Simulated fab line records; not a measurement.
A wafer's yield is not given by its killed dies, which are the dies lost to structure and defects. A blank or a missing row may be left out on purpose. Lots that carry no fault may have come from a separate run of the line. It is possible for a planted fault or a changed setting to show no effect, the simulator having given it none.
The tool behind it: which one? -- flow nand harc -- Sampling: 6 lots, 18 wafers, 5 of 1302 route steps

WHAT THE GAUGES READ, wafer by wafer
NHARC_END_SORT_01.
lot -- measured -- on -- killed at array

WHAT TOOL EACH LOT RAN ON (gives the tool, then ch and the chambers of the sampled wafers, and finally the start)
lot,NHARC_A_STAIRCASE_DESCUM_443,NHARC_A_STAIRCASE_CMP_472,NHARC_A_SGD_CUT_DEP_00,NHARC_A_SGD_CUT_SOFTBAKE_04
L685,"rie diel-06 ch 1,2,3, day 18 23:06","cmp-03 ch 2,3, day 19 05:49","pecvd-01 ch 0,2, day 19 06:14","litho track-04 ch 0, day 19 06:00"
L689,"rie diel-01 ch 0,1, day 20 21:01","cmp-01 ch 0,1,2, day 21 03:49","pecvd-02 ch 0,1,2, day 21 04:13","litho track-04 ch 0, day 21 04:00"
L692,"rie diel-12 ch 0,1,2, day 21 17:36","cmp-03 ch 1,2,3, day 22 00:32","pecvd-03 ch 1, day 22 00:55","litho track-04 ch 0, day 22 01:00"
L695,"rie diel-06 ch 0,1,2, day 23 01:39","cmp-04 ch 0,1,2, day 23 08:26","pecvd-03 ch 0,1,2, day 23 08:49","litho track-04 ch 0, day 23 09:00"
L697,"rie diel-12 ch 1,3, day 25 01:56","cmp-04 ch 1,3, day 25 08:56","pecvd-01 ch 0,1, day 25 09:19","litho track-06 ch 0, day 25 09:00"
L707,"rie diel-12 ch 0,1,2, day 28 00:46","cmp-01 ch 0,3, day 28 07:29","pecvd-02 ch 1,2, day 28 07:56","litho track-06 ch 0, day 28 08:00"
- NHARC_A_STAIRCASE_DESCUM_443: chemistry O2, time 3 s.
- NHARC_A_STAIRCASE_CMP_472: polishes SiO2.
- NHARC_A_SGD_CUT_DEP_00: deposits SiNx, target thk 50 nm.
- NHARC_A_SGD_CUT_SOFTBAKE_04: time 55 s.

THE ANSWER, worked out from the rows above alone
Rule: the lots themselves supply what counts as usual. The widest of any qualifying gaps counts: lots, ordered by their means at a reading, are off when they make up no more than a third of the lots, leave a main group of 4 or more, and stand apart from it by 3 or more times the standard deviation of that group's means. The tables above print the reading to a certain number of digits; a main group whose means all agree to those digits is not used. A lot without any number at a reading at which 4 lots or more have one is off too. Where the step has rows for the other lots, those lots are counted as sound.
Nothing can be told from this: no lot is off at any reading shown.

WHAT THE SIMULATOR HAD INSERTED
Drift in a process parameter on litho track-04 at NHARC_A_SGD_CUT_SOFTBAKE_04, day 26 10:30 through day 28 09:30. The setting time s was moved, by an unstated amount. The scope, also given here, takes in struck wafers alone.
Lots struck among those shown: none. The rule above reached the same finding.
